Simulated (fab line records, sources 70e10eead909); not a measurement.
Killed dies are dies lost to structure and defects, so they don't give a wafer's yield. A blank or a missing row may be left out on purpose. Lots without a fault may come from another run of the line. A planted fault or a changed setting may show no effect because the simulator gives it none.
Which tool did it? | flow nand_harc | 6 lots, 18 wafers sampled, at 5 steps of a route of 1302

WHAT THE GAUGES READ, wafer by wafer
NHARC_END_SORT_01.
lot | measured | on | killed_at_array

WHICH TOOL RAN EACH LOT (tool, then ch and the chambers of the sampled wafers, then the start)
lot  | NHARC_A_WL_FILL_RTA_01           | NHARC_A_WL_FILL_ALD_10           | NHARC_A_WL_FILL_ETCHBACK_26      | NHARC_A_CONTACT_DEP_24
L568 | rtp_anneal-01 ch 0, day 21 03:07 | ald_hk-03 ch 0,1, day 21 14:23   | rie_si-04 ch 2,3, day 22 00:15   | pecvd-02 ch 0,2, day 22 01:50
L573 | rtp_anneal-02 ch 0, day 23 14:53 | ald_hk-01 ch 0,2,3, day 23 21:34 | rie_si-04 ch 0,1,3, day 24 07:36 | pecvd-02 ch 0,2, day 24 08:55
L577 | rtp_anneal-01 ch 0, day 25 00:26 | ald_hk-04 ch 1,2,3, day 25 08:02 | rie_si-01 ch 1,2,3, day 25 16:58 | pecvd-01 ch 0,1,2, day 25 18:20
L584 | rtp_anneal-01 ch 0, day 28 02:56 | ald_hk-03 ch 0,1, day 28 09:43   | rie_si-01 ch 0,1,3, day 28 19:20 | pecvd-01 ch 0,1, day 28 20:30
L585 | rtp_anneal-02 ch 0, day 28 08:05 | ald_hk-04 ch 0,3, day 28 16:03   | rie_si-01 ch 1,2, day 29 02:05   | pecvd-04 ch 0,1,2, day 29 03:23
L588 | rtp_anneal-01 ch 0, day 29 06:01 | ald_hk-04 ch 1,2,3, day 29 13:10 | rie_si-05 ch 1,2,3, day 29 22:38 | pecvd-01 ch 0,1,2, day 29 23:51
- NHARC_A_WL_FILL_RTA_01: time 5 s.
- NHARC_A_WL_FILL_ALD_10: deposits SiO2, target thk 50 nm, pulse time 10 s, ald cycles 500.
- NHARC_A_WL_FILL_ETCHBACK_26: etches the open film in HBr, target depth 52 nm, time 13.3 s.
- NHARC_A_CONTACT_DEP_24: deposits SiO2, target thk 500 nm.

THE ANSWER, worked out from the rows above alone
Rule: what is usual is taken from the lots themselves. Put in order of their means at a reading, lots are off if they are a third of the lots or fewer, leave a main group of 4 or more, and stand apart from it by a gap of 3 or more times the standard deviation of the main group's means; of several such gaps the widest counts. A main group whose means are all the same, to the digits that the tables above print for the reading, isn't used. A lot without any number at a reading at which 4 lots or more have one is off too. The other lots that the step has rows for count as sound.
No lot is off at any reading shown: from this, nothing can be told.

WHAT THE SIMULATOR HAD PUT IN
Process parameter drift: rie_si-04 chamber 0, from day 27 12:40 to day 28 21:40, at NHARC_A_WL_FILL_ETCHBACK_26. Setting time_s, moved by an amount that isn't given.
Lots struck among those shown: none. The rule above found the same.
